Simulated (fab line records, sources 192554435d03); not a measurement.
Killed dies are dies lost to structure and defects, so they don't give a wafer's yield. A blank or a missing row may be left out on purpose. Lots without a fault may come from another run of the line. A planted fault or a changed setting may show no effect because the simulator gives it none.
fab line records | flow n5_finfet
record lots=3 wafers=8 last_day=16
route steps=1938 shown BEOL_M4@1059
lots that met no fault: from a run of the same line without faults
start_h: hours from the record's first day to the start of the lot's first wafer shown | wait_h: hours since the lot's step before | " the same as in the row above | L1.1+2: a row that stands for several wafers | - no value, or no start given | * or withheld: withheld | < > ~ a bound
route shown NAME@n: a module of which the file shows steps, and the number in the route of the first | usual: mean/standard deviation of fault-free wafers | same: alike in all rows | chamber/n: place in a boat | sites: the reading at each site | _std_site: their standard deviation | _edge_site: outer sites' mean less inner sites' | radius_mm: how far each site lies from the wafer's centre | mask NAME#n: copy n | behind: the tool/chamber that last shaped the wafer | hold: why the lot was held/for how many hours/how that ended | device: the transistor (n, p or np) that didn't switch | end of line: the same wafers' tests at the end of the route | a step without rows: its recipe alone | killed: dies lost to structure and defects at the first sort, not the wafer's yield | map: a wafer's dies, x killed, . not, _ none there
set.NAME: the setting as run; set.NAME@STEP: as run at that earlier step | model.NAME: the simulator's own value behind a step, which no gauge read
lots at some steps of the route; a table a step, a row a wafer
services: from which hour (start_h, from the record's first day; less than 0 if before it) a tool's chamber was out of use, for how many hours, and why
## steps
# step N5_BEOL_M4_DESCUM_33
# recipe chemistry=O2 time_s=7 source_power_w=50 bias_power_w=20 pressure_mtorr=20 rf_frequency_hz=2.712e+07 temp_c=40 resist=CAR-EUV o2_flow_sccm=225
# step N5_BEOL_M4_ETCH_77
# recipe chemistry=N2/H2 target=underlayer target_depth_a=65 mask_material=CAR-EUV time_s=5.2 ion_energy_ev=200 pressure_mtorr=30 source_w=840 bias_w=150 n2_flow_sccm=200 h2_flow_sccm=200 ends=cleared
# step N5_BEOL_M4_ETCH_69
# recipe chemistry=CF4 target=SiARC target_depth_a=156 mask_material=CAR-EUV time_s=26 ion_energy_ev=80 pressure_mtorr=40 source_w=545 bias_w=36 Ar_flow_sccm=100 cf4_flow_sccm=100 ends=cleared
# step N5_BEOL_M4_ALD_98
# recipe material=SiO2 target_thk_a=25 temp_c=100 ald_precursor_family=BDEAS ald_co_reactant=O2-plasma pulse_time_s=1 co_reactant_pulse_time_s=1 purge_time_s=2 co_reactant_purge_time_s=2 ald_cycles=17 pressure_torr=2
# step N5_BEOL_M4_ETCHBACK_99
# recipe chemistry=CHF3 target=SiO2 target_depth_a=50 time_s=10.4 source_w=215 bias_w=47 Ar_flow_sccm=200 CHF3_flow_sccm=12 ion_energy_ev=100 pressure_mtorr=30
# step N5_BEOL_M4_ETCH_70
# recipe chemistry=N2/H2 target=SOC target_depth_a=800 overetch_a=240 mask_material=SiARC temp_c=40 time_s=130 ion_energy_ev=200 pressure_mtorr=30 source_w=840 bias_w=150 n2_flow_sccm=200 h2_flow_sccm=200
# step N5_BEOL_M4_STRIP_71
# recipe chemistry=N2/H2 temp_c=40 n2_flow_sccm=200 h2_flow_sccm=200 rf_frequency_hz=6e+07
# step N5_BEOL_M4_STRIP_78
# recipe chemistry=N2/H2 temp_c=40 n2_flow_sccm=200 h2_flow_sccm=200 rf_frequency_hz=6e+07
# step N5_BEOL_M4_VIA_ETCH_34
# recipe chemistry=C4F6/O2 target_depth_a=694 mask_material=SOC pressure_mtorr=15 ion_energy_ev=250 taper_deg=4 time_s=65.9 source_w=350 bias_w=170 Ar_flow_sccm=300 C4F6_flow_sccm=10 O2_flow_sccm=10
# step N5_BEOL_M4_STRIP_83
# recipe chemistry=C4F6/O2 resist=SiARC rf_frequency_hz=6e+07
# step N5_BEOL_M4_STRIP_36
# recipe chemistry=N2/H2 power_w=450 temp_c=40 pressure_mtorr=20 rf_frequency_hz=6e+07 overash_fraction=0.3 bias_power_w=7 h2_frac=0.5 n2_flow_sccm=200 h2_flow_sccm=200
# step N5_BEOL_M4_TRENCH_ETCH_37
# recipe chemistry=C4F6/O2 target_depth_a=555.55 target=SiOC time_s=29.2 ion_energy_ev=250 pressure_mtorr=30 source_w=355 bias_w=185 Ar_flow_sccm=300 C4F6_flow_sccm=10 O2_flow_sccm=10
# usual drypump_motor_current_A=5.7/0.43 oes_product_au=0.80/0.092 rf_vpp_V=668/11 showerhead_plenum_p_Torr=2.82/0.095 throttle_valve_pct=20.80/0.16
# columns lot.wafer tool chamber start_h wait_h drypump_motor_current_A oes_product_au rf_hours_counter_h rf_vpp_V showerhead_plenum_p_Torr throttle_valve_pct model.etch.depth_nm model.BEOL_M4.feature_depth_nm model.TiN_of_BEOL_M4_HM_DEP_02.thk_nm
L117.1 rie_diel-03 2 191.64 - 6.2 0.74 176 663 2.72 20.88 56.67 56.6 17.6
L117.3 " 3 " " 5.6 0.89 47 671 2.78 20.77 56.8 56.8 17.4
L117.5 " 2 " " 6.2 0.73 - 663 2.72 20.89 56.09 56 17.4
L125.4 rie_diel-03 0 243.08 - 6.1 0.79 125 662 2.76 20.97 56.04 56 17.2
L125.6 " 2 " " 6.2 0.93 - 661 2.72 20.97 81.9 81.8 16.4
L132.1 rie_diel-06 0 278.01 - 5.0 0.93 12 683 2.91 20.71 54.86 54.8 17.4
L132.2 " 3 " " 6.4 0.69 234 663 2.71 20.91 54.58 54.6 17.6
L132.6 " 2 " " 5.7 0.87 - 655 3.00 20.56 54.32 54.4 17.6
# step N5_BEOL_M4_ETCH_41
# recipe chemistry=CH3F/O2 target=SiCN target_depth_a=299 taper_deg=2 time_s=52.5 ion_energy_ev=120 mask_material=TiN pressure_mtorr=30 source_w=395 bias_w=75 Ar_flow_sccm=150 CH3F_flow_sccm=30 O2_flow_sccm=20
# step N5_BEOL_M4_STRIP_97
# recipe chemistry=N2/H2 time_s=10 power_w=450 temp_c=40 pressure_mtorr=20 rf_frequency_hz=6e+07 bias_power_w=7 n2_flow_sccm=200 h2_flow_sccm=200
# step N5_BEOL_M4_OCD_MEAS_38
# usual trench_depth_nm=55.7/1.1
# columns lot.wafer tool chamber start_h wait_h trench_depth_nm
L117.1 ocd-02 - 191.79 - 56.5
L117.3 " - " " 56.8
L117.5 " - " " 56.0
L125.4 ocd-01 - 243.24 - 56.1
L125.6 " - " " 82.0
L132.1 ocd-02 - 278.17 - 55.1
L132.2 " - " " 54.0
L132.6 " - " " 53.6
# step N5_BEOL_M4_HM_STRIP_39
# recipe chemistry=peroxide_tin_strip material=TiN target_depth_a=250 temp_c=50 time_s=158
# step N5_BEOL_M4_SRD_40
# recipe time_s=30 temp_c=23 rinse_liquid=diw dry=ipa_marangoni
# step N5_BEOL_M4_PRECLEAN_42
# recipe chemistry=residue_remover time_s=60 temp_c=40
# step N5_BEOL_M4_SRD_43
# recipe time_s=30 temp_c=23 rinse_liquid=diw dry=ipa_marangoni
# step N5_BEOL_M4_DEGAS_44
# recipe ambient=vacuum temp_c=250 time_s=60
# step N5_BEOL_M4_PRE_CLEAN_45
# recipe gas=H2/He time_s=30 temp_c=250
# step N5_BEOL_M4_ALD_84
# recipe material=TaN target_thk_a=* temp_c=275 ald_precursor_family=PDMAT ald_co_reactant=NH3 pressure_torr=3 carrier_flow_sccm=1500 pulse_time_s=2 purge_time_s=3 co_reactant_purge_time_s=2 co_reactant_pulse_time_s=3 ald_cycles=30 precursor_vessel_temp_c=75 precursor_vessel_pressure_torr=26.25 precursor_vessel_carrier_sccm=1000
# step N5_BEOL_M4_SURFACE_TREAT_85
# recipe gas=Ar time_s=* ion_energy_ev=* ion_current_ma_cm2=0.5 pressure_mtorr=* ar_flow_sccm=30
# step N5_BEOL_M4_CVD_47
# recipe material=Co target_thk_a=30 temp_c=withheld precursor=CCTBA/H2 pressure_torr=30 time_s=223.8
# step N5_BEOL_M4_SPUTTER_48
# recipe material=Cu target_thk_a=45 temp_c=-20 chamber_pressure_pa=0.07 power_w=withheld time_s=8.29
# step N5_BEOL_M4_ANNEAL_49
# recipe temp_c=400 time_s=240 ambient=vacuum
# step N5_BEOL_M4_SPUTTER_79
# recipe material=Cu target_thk_a=45 temp_c=-20 chamber_pressure_pa=0.07 power_w=withheld time_s=8.29
# step N5_BEOL_M4_ANNEAL_80
# recipe temp_c=400 time_s=240 ambient=vacuum
# step N5_BEOL_M4_SPUTTER_81
# recipe material=Cu target_thk_a=45 temp_c=-20 chamber_pressure_pa=0.07 power_w=withheld time_s=8.29
# step N5_BEOL_M4_ANNEAL_82
# recipe temp_c=400 time_s=240 ambient=vacuum
# step N5_BEOL_M4_SPUTTER_86
# recipe material=Cu target_thk_a=45 temp_c=-20 chamber_pressure_pa=0.07 power_w=withheld time_s=8.29
# step N5_BEOL_M4_ANNEAL_87
# recipe temp_c=400 time_s=240 ambient=vacuum
# step N5_BEOL_M4_SPUTTER_88
# recipe material=Cu target_thk_a=45 temp_c=-20 chamber_pressure_pa=0.07 power_w=withheld time_s=8.29
# step N5_BEOL_M4_ANNEAL_89
# recipe temp_c=400 time_s=240 ambient=vacuum
# step N5_BEOL_M4_SPUTTER_90
# recipe material=Cu target_thk_a=45 temp_c=-20 chamber_pressure_pa=0.07 power_w=withheld time_s=8.29
# step N5_BEOL_M4_ANNEAL_91
# recipe temp_c=400 time_s=240 ambient=vacuum
# step N5_BEOL_M4_SPUTTER_92
# recipe material=Cu target_thk_a=45 temp_c=-20 chamber_pressure_pa=0.07 power_w=withheld time_s=8.29
# step N5_BEOL_M4_ANNEAL_93
# recipe temp_c=400 time_s=240 ambient=vacuum
# step N5_BEOL_M4_SPUTTER_94
# recipe material=Cu target_thk_a=45 temp_c=-20 chamber_pressure_pa=0.07 power_w=withheld time_s=8.29
# step N5_BEOL_M4_ANNEAL_95
# recipe temp_c=400 time_s=240 ambient=vacuum
# step N5_BEOL_M4_CMP_52
# recipe stop_on=SiOC t_overpolish_s=6.8 down_force_psi=1 platen_rpm=50 clearing_platen_down_force_psi=1.5 clearing_platen_rpm=50 post_cmp_clean=cu_alkaline target_thk_nm=40 clearing_platen_pad_velocity_m_s=0.99484 pad_velocity_m_s=0.99484
# usual edge_zone_pressure_frac=1.000/0.005 motor_current_A=5.9/0.57 pad_life_wafers=730/580
# columns lot.wafer tool chamber start_h wait_h edge_zone_pressure_frac motor_current_A pad_life_wafers model.Cu_of_BEOL_M4_ECD_50.thk_nm
L117.1 cmp-03 2 195.67 0.5 1.006 5.5 319 41.4
L117.3 " 3 " " 0.999 6.0 320 40.4
L117.5 " 1 " " 0.995 5.4 - 42.8
L125.4 cmp-01 2 246.64 0.2 1.004 6.0 435 38.6
L125.6 " 3 " " 0.996 7.3 - 67
L132.2 cmp-02 0 282.26 0.2 0.992 6.6 1452 40.8
L132.1 " 1 " " 0.991 6.3 1453 41
L132.6 " 0 " " 1.000 6.2 - 37.4
# step N5_BEOL_M4_THK_MEAS_53
# recipe thk_meas_gauge=xrf reads=Cu_of_BEOL_M4_ECD_50
# usual M4_THK=40.1/1.5
# columns lot.wafer tool chamber start_h wait_h M4_THK[nm]
L117.1 film_metro-02 - 195.93 - 41.2
L117.3 " - " " 39.9
L117.5 " - " " 42.5
L125.4 film_metro-02 - 246.82 - 38.4
L125.6 " - " " 66.8
L132.1 film_metro-02 - 282.56 - 40.9
L132.2 " - " " 40.4
L132.6 " - " " 36.9
# step N5_BEOL_M4_RS_MEAS_58
# recipe thk_meas_gauge=four-point-probe reads=Co_of_BEOL_M4_CO_CAP_55+Cu_of_BEOL_M4_ECD_50+Co_of_BEOL_M4_CVD_47+TaN_of_BEOL_M4_ALD_84
# usual M4_RS=0.66/0.034
# columns lot.wafer tool chamber start_h wait_h M4_RS[ohm/sq]
L117.1 film_metro-02 - 196.37 0.0 0.64
L117.3 " - " " 0.66
L117.5 " - " " 0.61
L125.4 film_metro-01 - 247.08 0.0 0.70
L125.6 " - " " 0.35
L132.1 film_metro-02 - 282.88 0.0 0.64
L132.2 " - " " 0.65
L132.6 " - " " 0.73
# step N5_BEOL_M4_RC_MEAS_101
# usual DIBL_N=35.8/1.8 DIBL_P=35.6/2 IOFF_N=0.148/0.028 IOFF_P=0.20/0.034 ION_N=672/12 ION_P=462/8.5 SERP_M4=193/15 SERP_M4_max_site=206/18 SS_N=71.2/0.65 SS_P=73.1/0.67 VT_N=251/3.3 VT_P=-251/3.8
# columns lot.wafer tool chamber start_h wait_h DIBL_N[mV/V] DIBL_P[mV/V] IOFF_N[nA/um] IOFF_P[nA/um] ION_N[uA/um] ION_P[uA/um] SERP_M4[ohm/um] SERP_M4_max_site[ohm/um] SS_N[mV/dec] SS_P[mV/dec] VT_N[mV] VT_P[mV]
L117.1 prober-01 0 196.42 0.0 36.1 34.7 0.136 0.18 678 461 197 207 71.2 73.2 251 -253
L117.3 " 0 " " 34.8 33.6 0.117 0.16 663 454 205 215 70.6 72.5 252 -255
L117.5 " 0 " " 36.1 35.3 0.133 0.18 664 457 189 195 71.0 73.3 257 -252
L125.4 prober-02 0 247.60 0.5 39.8 38.4 0.235 0.31 694 472 211 231 73.0 74.0 245 -246
L125.6 " 0 " " 38.2 37.0 0.192 0.27 669 459 110 116 72.4 74.0 248 -248
L132.1 prober-02 0 282.93 0.0 37.1 35.0 0.162 0.19 674 450 211 224 71.5 73.4 251 -253
L132.2 " 0 " " 37.5 35.6 0.165 0.20 670 454 193 208 71.8 73.2 252 -251
L132.6 " 0 " " 37.9 36.2 0.174 0.20 669 453 225 238 71.5 73.8 252 -251
# sites SERP_M4 radius_mm=0,75,75,75,75,140,140,140,140
L117.1 197 207 200 201 204 176 173 177 183
L125.4 203 221 210 205 210 214 221 231 211
L132.1 206 224 217 217 211 205 210 215 197
## services
# columns tool chamber start_h hours kind
cmp-01 - 189.59 0.3 repair
cmp-01 - 193.67 4.0 pm
cmp-01 - 197.67 - consumable_replace:conditioner
cmp-01 - 197.67 - consumable_replace:pad
cmp-03 - 203.49 4.3 repair
cmp-02 - 208.01 1.8 repair
cmp-01 - 218.47 1.5 repair
rie_diel-06 0 219.61 - clean
rie_diel-06 0 219.61 - consumable_replace:focus_ring
rie_diel-06 0 219.61 23.5 scheduled_down
rie_diel-06 0 219.61 23.5 vent_cycle
rie_diel-03 0 223.19 7.0 repair
cmp-03 - 234.33 1.3 repair
cmp-01 - 241.90 1.7 repair
rie_diel-06 3 249.82 7.8 repair
cmp-01 - 256.66 12.8 pm
rie_diel-06 1 268.25 3.5 repair
cmp-03 - 281.47 1.8 repair
## key
first_sign step=N5_BEOL_M4_OCD_MEAS_38 reading=trench_depth_nm direction=up sigmas=24 usual=55.7 struck=82.0
effect step=N5_BEOL_M4_THK_MEAS_53 reading=M4_THK direction=up sigmas=18 usual=40.1 struck=66.8
effect step=N5_BEOL_M4_RS_MEAS_58 reading=M4_RS direction=down sigmas=9.1 usual=0.66 struck=0.35
effect step=N5_BEOL_M4_RC_MEAS_101 reading=SERP_M4 direction=down sigmas=5.6 usual=193 struck=110
effect step=N5_BEOL_M4_RC_MEAS_101 reading=SERP_M4_max_site direction=down sigmas=5.1 usual=206 struck=116
model_effect step=N5_BEOL_M4_TRENCH_ETCH_37 value=etch.depth_nm without=55.78 struck=81.9
model_effect step=N5_BEOL_M4_CMP_52 value=Cu_of_BEOL_M4_ECD_50.thk_nm without=40.8 struck=67
met_at N5_BEOL_M4_TRENCH_ETCH_37
struck_wafers L125.6
onset_between 191.64 243.08
fault kind=process_parameter_drift tool=rie_diel-03 chamber=- onset_h=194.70 steps=N5_BEOL_M4_TRENCH_ETCH_37 channel=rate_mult offset=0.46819 shape=step end_h=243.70 scope=struck_wafers_only
